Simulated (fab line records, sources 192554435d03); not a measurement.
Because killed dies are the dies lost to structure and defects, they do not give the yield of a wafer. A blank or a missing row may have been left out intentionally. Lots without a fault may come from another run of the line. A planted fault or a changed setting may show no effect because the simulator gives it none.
Matching of chambers || flow n5_finfet || N5_BEOL_M0_SAQP_PECVD_96 on pecvd-02 has 3 sister chambers
The step deposits a-Si from SiH4/He, target thk 45 nm, time 45.2 s. 3 wafers are shown with their chamber, then 8 later ones without.

== EACH WAFER AND ITS CHAMBER ==
{"wafer": "L084.2", "chamber": 2, "throttle_valve_pct (%)": 16.4}
{"wafer": "L084.5", "chamber": 1, "throttle_valve_pct (%)": 17.9}
{"wafer": "L091.3", "chamber": 0, "throttle_valve_pct (%)": 18.7}

== WAFERS WHOSE CHAMBER IS MISSING ==
{"wafer": "L091.4", "throttle_valve_pct (%)": 16.6}
{"wafer": "L091.6", "throttle_valve_pct (%)": 19.2}
{"wafer": "L094.2", "throttle_valve_pct (%)": 18.9}
{"wafer": "L094.3", "throttle_valve_pct (%)": 16.5}
{"wafer": "L094.4", "throttle_valve_pct (%)": 16.5}
{"wafer": "L097.1", "throttle_valve_pct (%)": 17.6}
{"wafer": "L097.3", "throttle_valve_pct (%)": 19.2}
{"wafer": "L097.5", "throttle_valve_pct (%)": 16.6}

== WHICH CHAMBER EACH ONE RAN IN ==
{"wafer": "L091.4", "from the rows above": 2, "in truth": 2}
{"wafer": "L091.6", "from the rows above": 0, "in truth": 0}
{"wafer": "L094.2", "from the rows above": 0, "in truth": 0}
{"wafer": "L094.3", "from the rows above": 2, "in truth": 2}
{"wafer": "L094.4", "from the rows above": 2, "in truth": 2}
{"wafer": "L097.1", "from the rows above": 1, "in truth": 1}
{"wafer": "L097.3", "from the rows above": 0, "in truth": 0}
{"wafer": "L097.5", "from the rows above": 2, "in truth": 2}
Placed correctly: 8 of 8. Can't be placed from these rows: 0. Wrongly placed: 0.
How it was worked out, from the rows above alone: a wafer's distance from a chamber is the root of the sum, over the readings, of the square of ((its reading less the chamber's mean) divided by the reading's scatter). The wafer belongs to the nearest chamber; if the next one is less than 2 further off, it can't be placed. The mean given for a chamber averages the wafers shown for that chamber. The scatter (one wafer shown for each chamber): square how far every hidden wafer sits from the nearest shown wafer, average those squares and take the square root.
